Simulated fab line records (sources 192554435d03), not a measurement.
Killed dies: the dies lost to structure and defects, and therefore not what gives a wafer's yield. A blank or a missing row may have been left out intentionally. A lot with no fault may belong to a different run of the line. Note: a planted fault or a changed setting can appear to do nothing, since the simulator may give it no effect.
Matching of chambers    flow n5Finfet    rieDiel-02 running N5_BEOL_M12_DESCUM_15: 4 sister chambers
The step chemistry O2, time 7.9 s. 4 wafers are shown with their chamber, then 8 later ones without.

WAFERS PAIRED WITH THEIR CHAMBERS
wafer   chamber  showerheadPlenumPTorr (Torr)
L078.2  0        1.98
L078.5  3        2.11
L086.4  1        2.13
L089.3  2        2.13

WAFERS WITHOUT THEIR CHAMBER
wafer   showerheadPlenumPTorr (Torr)
L089.4  1.97
L089.5  2.13
L091.1  2.11
L091.3  2.13
L091.4  2.11
L093.1  2.12
L093.2  2.10
L093.3  1.96

EACH ONE'S CHAMBER
wafer   from the rows above           in truth
L089.4  0                             0
L089.5  can't be placed: 1 or 2       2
L091.1  3                             3
L091.3  can't be placed: 1 or 2       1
L091.4  3                             3
L093.1  can't be placed: 1 or 2 or 3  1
L093.2  3                             3
L093.3  0                             0
Correctly placed: 5 of 8. Unplaceable from these rows: 3, with the true chamber sitting among the candidates in 3. Placed wrongly: 0.
How it was worked out, from the rows above alone: a wafer's distance from a chamber is the root of the sum, over the readings, of the square of ((its reading less the chamber's mean) divided by the reading's scatter). The wafer belongs to the nearest chamber; if the next one is less than 2 further off, it can't be placed. For every chamber, the mean is computed from those of its wafers that are shown. The scatter: root of mean squared gap, hidden wafer to nearest shown wafer, with one shown wafer a chamber.
